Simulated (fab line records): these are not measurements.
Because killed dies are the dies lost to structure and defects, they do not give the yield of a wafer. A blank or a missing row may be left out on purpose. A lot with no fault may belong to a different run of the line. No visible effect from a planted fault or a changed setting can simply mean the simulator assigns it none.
Chamber matching :: flow nandHarc :: NHARC_P_M0_ETCH_34 on rieDiel-13 has 4 sister chambers
The step etches the open film in N2/H2, target depth 40 nm, overetch 12 nm, time 43.94 s. 4 wafers are shown with their chamber, then 12 later ones without.

## WAFERS, EACH WITH ITS CHAMBER
wafer: L085.6
chamber: 1
showerheadPlenumPTorr (Torr): 2.12

wafer: L088.5
chamber: 3
showerheadPlenumPTorr (Torr): 2.00

wafer: L089.1
chamber: 0
showerheadPlenumPTorr (Torr): 2.06

wafer: L089.5
chamber: 2
showerheadPlenumPTorr (Torr): 1.92

## WAFERS WITHOUT THEIR CHAMBER
wafer: L091.2
showerheadPlenumPTorr (Torr): 2.12

wafer: L091.4
showerheadPlenumPTorr (Torr): 2.06

wafer: L091.6
showerheadPlenumPTorr (Torr): 2.06

wafer: L093.3
showerheadPlenumPTorr (Torr): 2.12

wafer: L093.5
showerheadPlenumPTorr (Torr): 2.06

wafer: L093.6
showerheadPlenumPTorr (Torr): 2.12

wafer: L094.1
showerheadPlenumPTorr (Torr): 2.06

wafer: L094.4
showerheadPlenumPTorr (Torr): 2.12

wafer: L094.5
showerheadPlenumPTorr (Torr): 2.12

wafer: L095.1
showerheadPlenumPTorr (Torr): 2.12

wafer: L095.5
showerheadPlenumPTorr (Torr): 2.05

wafer: L095.6
showerheadPlenumPTorr (Torr): 2.12

## THE CHAMBER EACH PASSED THROUGH
wafer: L091.2
from the rows above: 1
in truth: 1

wafer: L091.4
from the rows above: 0
in truth: 0

wafer: L091.6
from the rows above: 0
in truth: 0

wafer: L093.3
from the rows above: 1
in truth: 1

wafer: L093.5
from the rows above: 0
in truth: 0

wafer: L093.6
from the rows above: 1
in truth: 1

wafer: L094.1
from the rows above: 0
in truth: 0

wafer: L094.4
from the rows above: 1
in truth: 1

wafer: L094.5
from the rows above: 1
in truth: 1

wafer: L095.1
from the rows above: 1
in truth: 1

wafer: L095.5
from the rows above: 0
in truth: 0

wafer: L095.6
from the rows above: 1
in truth: 1
Placed correctly: 12 of 12. Left unplaced by these rows: 0. Placed wrongly: 0.
How it was worked out, from the rows above alone: a wafer's distance from a chamber is the root of the sum, over the readings, of the square of ((its reading less the chamber's mean) divided by the reading's scatter). The wafer belongs to the nearest chamber; if the next one is less than 2 further off, it can't be placed. For every chamber, the mean is computed from those of its wafers that are shown. The scatter: root of mean squared gap, hidden wafer to nearest shown wafer, with one shown wafer a chamber.
